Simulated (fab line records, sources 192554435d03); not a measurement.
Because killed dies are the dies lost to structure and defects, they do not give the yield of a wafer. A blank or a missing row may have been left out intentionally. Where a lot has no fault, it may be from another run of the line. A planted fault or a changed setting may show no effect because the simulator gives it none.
Lot-split experiment	flow n5_finfet	39 wafers read across 7 lots, on a route 1938 steps long

== ON THE SPLIT ==
At N5_DUMMY_GATE_ETCH_31 (etches SiO2 in C4F6/O2, target depth 82.5 nm, time 27.5 s), the setting target_depth_a was moved away from the recipe's 825 angstrom on 12 of the 39 wafers read, by -9.0% to +10.7%. The other wafers ran this setting at the recipe's value.

The reading comes from the split's own step.

== THE READING ==
etch.depth_nm (the simulator's own value, which no gauge read), in nm, at N5_DUMMY_GATE_ETCH_31 (etches SiO2 in C4F6/O2, target depth 82.5 nm, time 27.5 s). No usual value for it is given in the file. Average 81.74 nm, standard deviation 1.5 nm, over the 27 wafers here run with the recipe.

wafer	tool, chamber at the split	target_depth_a as run, angstrom	against the recipe	etch.depth_nm, nm	against lot-mates on the recipe
L074.1	rie_diel-03, 1	825	recipe	84.04	-
L074.2	rie_diel-03, 3	825	recipe	81.45	-
L074.3	rie_diel-03, 2	825	recipe	81.3	-
L074.4	rie_diel-03, 3	825	recipe	82.03	-
L074.5	rie_diel-03, 2	825	recipe	81.38	-
L074.6	rie_diel-03, 1	825	recipe	83.47	-
L076.1	rie_diel-06, 0	750.4	-9.0%	74.13	-7.80
L076.2	rie_diel-06, 1	750.4	-9.0%	73.88	-8.05
L076.3	rie_diel-06, 3	825	recipe	83.29	-
L076.4	rie_diel-06, 2	825	recipe	81.51	-
L076.5	rie_diel-06, 3	750.4	-9.0%	75.66	-6.27
L076.6	rie_diel-06, 0	825	recipe	81	-
L079.1	rie_diel-03, 2	825	recipe	81.85	-
L079.4	rie_diel-03, 0	825	recipe	84.13	-
L079.5	rie_diel-03, 1	825	recipe	83.68	-
L083.1	rie_diel-06, 1	913.4	+10.7%	93.13	+12.53
L083.2	rie_diel-06, 2	825	recipe	79.61	-
L083.3	rie_diel-06, 0	825	recipe	81.27	-
L083.4	rie_diel-06, 3	913.4	+10.7%	93.03	+12.43
L083.6	rie_diel-06, 3	913.4	+10.7%	93.03	+12.43
L083.5	rie_diel-06, 2	825	recipe	80.91	-
L086.1	rie_diel-03, 3	825	recipe	81.45	-
L086.2	rie_diel-03, 1	781.5	-5.3%	79.63	-1.90
L086.3	rie_diel-03, 0	781.5	-5.3%	80.36	-1.17
L086.4	rie_diel-03, 2	825	recipe	81.4	-
L086.5	rie_diel-03, 3	825	recipe	81.75	-
L086.6	rie_diel-03, 0	781.5	-5.3%	80.67	-0.86
L090.1	rie_diel-04, 1	825	recipe	78.04	-
L090.2	rie_diel-04, 2	825	recipe	82.52	-
L090.3	rie_diel-04, 3	825	recipe	82.47	-
L090.4	rie_diel-04, 0	825	recipe	82.97	-
L090.5	rie_diel-04, 2	825	recipe	82.33	-
L090.6	rie_diel-04, 1	825	recipe	77.75	-
L091.1	rie_diel-06, 0	879.4	+6.6%	87.01	+5.25
L091.2	rie_diel-06, 2	825	recipe	80.48	-
L091.3	rie_diel-06, 1	879.4	+6.6%	88.58	+6.82
L091.4	rie_diel-06, 3	825	recipe	82.54	-
L091.5	rie_diel-06, 0	825	recipe	82.25	-
L091.6	rie_diel-06, 3	879.4	+6.6%	87.89	+6.13

FIT RESULTS
A straight line over all 39 wafers: etch.depth_nm changes by +0.87 nm for each +1% of target_depth_a; r = +0.93; the points scatter about the line by 1.6 nm.
The same after taking each lot's own level away (the mean of its wafers on the recipe; 39 wafers): +0.917 nm for each +1%; r = +0.93; scatter 1.6 nm.
According to that fit, moving target_depth_a by its largest amount changes the reading by 9.8 nm.
The span of the lots' own levels, 80.597 to 83.220 nm, comes to 1.7 times the standard deviation stated above.
The two slopes agree, so the slope changes little with the lot-to-lot level.
Check: with one of the wafers moved furthest among these (+10.7%) left out of the fit, the line predicts +9.95 nm for it against its lot-mates. It came out at +12.5 nm against them.

== OTHER SPLITS ON THESE WAFERS ==
Note: prior to the reading, these wafers also went through further splits. Each is held against what the fit with the lots' levels taken away leaves over:
other split on the same wafers	wafers away from the commonest value	r with etch.depth_nm (lot level and that fit taken away)
N5_FIN_SAQP_SPACER1_ALD_24 temp_c	18	+0.09

== FILE'S OWN FIT ==
etch.depth_nm changes by +0.923 nm for each +1% of target_depth_a, r = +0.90.
